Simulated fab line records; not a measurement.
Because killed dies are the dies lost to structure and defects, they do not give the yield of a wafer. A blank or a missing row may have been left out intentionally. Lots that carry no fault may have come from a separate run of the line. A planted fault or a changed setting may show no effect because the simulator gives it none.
A struck lot beside a sound one / flow nand harc / 15 steps out of a route of 1159
Sound: the wafers L386.1, L386.2, L386.4. Struck: wafer L390.1 (left out: L390.2, L390.3 of the same lot, which were not struck); the cause appears at the end.
Each step with rows lists, per side, the tool, then ch with its chambers, then its first start. Under that, the readings that differ: sound wafers / struck wafers / difference of the means / sigmas: that difference in standard deviations of wafers without a fault.
alike: same words and numbers on both sides, and readings whose means sit less than 2 such deviations apart. not compared: any withheld reading, any reading some wafer has no value for, any bound like >300 that may hide the same value, and any number with overlapping values for which the record gives no deviation.
A row with sigmas, a row that says differs or no value, or rows on one side alone: a step with any of these is where the two part. Non-overlapping numbers with no deviation appear without sigmas and do not part them. A reading missing from all wafers of one side parts the sides only when that side holds two or more wafers.

first, 8 steps without rows for these wafers: NHARC_THIN_TSV_DEHYDRATE_25 (time 120 s); NHARC_THIN_TSV_HMDS_26 (time 30 s); NHARC_THIN_TSV_COAT_27; NHARC_THIN_TSV_SOFTBAKE_28 (time 95 s); NHARC_THIN_TSV_EBR_29; NHARC_THIN_TSV_EXPOSE_30 (exposes mask PAD); NHARC_THIN_TSV_PEB_31 (peb time 85 s); NHARC_THIN_TSV_DEVELOP_32 (time 70 s).
NHARC_THIN_TSV_CD_MEAS_33 targets a cd of 5000 nm.
  sound on cd sem-01 ch 0, day 20 01:55; struck on cd sem-01 ch 0, day 21 21:28
  alike: cd nm
then, 1 step without rows for these wafers: NHARC_THIN_TSV_HARDBAKE_34 (time 80 s).
NHARC_THIN_TSV_DESCUM_35: chemistry O2, time 3 s.
  sound on rie diel-08 ch 0,3, day 20 02:04; struck on rie diel-05 ch 0, day 21 21:37
  alike: drypump motor current A, oes product au, rf vpp V, showerhead plenum p Torr, throttle valve pct
  not compared: rf hours counter h
NHARC_THIN_TSV_ETCH_59: etches the open film in Cl2/BCl3, target depth 880 nm, time 138.1 s.
  sound on rie metal-02 ch 0, day 20 02:14; struck on rie metal-02 ch 1, day 21 21:47
reading=drypump motor current A (A); sound=6.4 6.3 6.4; struck=5.1; difference=-1.3; sigmas=-2
  alike: mfc cl2 sccm, oes product au, throttle valve pct
  not compared: rf hours counter h
NHARC_THIN_TSV_ETCH_36: etches the open film in Cl2/BCl3, target depth 65 nm, time 18.571 s.
  sound on rie metal-02 ch 0, day 20 02:42; struck on rie metal-02 ch 1, day 21 22:02
reading=drypump motor current A (A); sound=6.4 6.4 6.4; struck=5.1; difference=-1.3; sigmas=-2
reading=oes product au (a.u.); sound=0.989 0.992 0.978; struck=0.827; difference=-0.159; sigmas=-20
  not compared: rf hours counter h
NHARC_THIN_TSV_STRIP_56: strips in O2.
  sound on plasma asher-02 ch 0,1, day 20 02:52; struck on plasma asher-01 ch 0, day 21 22:08
  alike: drypump motor current A, heater power w
  not compared: rf hours counter h
NHARC_END_SORT_01:
  sound on prober-02 ch 0, day 20 16:56; struck on prober-01 ch 0, day 22 08:55
reading=killed at array; sound=30 38 34; struck=501; difference=+467; sigmas=+42
reading=killed dies; sound=35 42 38; struck=504; difference=+466; sigmas=+39
reading=killed open; sound=5 7 7; struck=2; difference=-4; sigmas=-3
  alike: killed at other, killed at periphery, killed short

== WHERE THEY PART ==
Last at NHARC_END_SORT_01 as far as this record goes, first at NHARC_THIN_TSV_ETCH_59.

WHY: what had been put in by the simulator
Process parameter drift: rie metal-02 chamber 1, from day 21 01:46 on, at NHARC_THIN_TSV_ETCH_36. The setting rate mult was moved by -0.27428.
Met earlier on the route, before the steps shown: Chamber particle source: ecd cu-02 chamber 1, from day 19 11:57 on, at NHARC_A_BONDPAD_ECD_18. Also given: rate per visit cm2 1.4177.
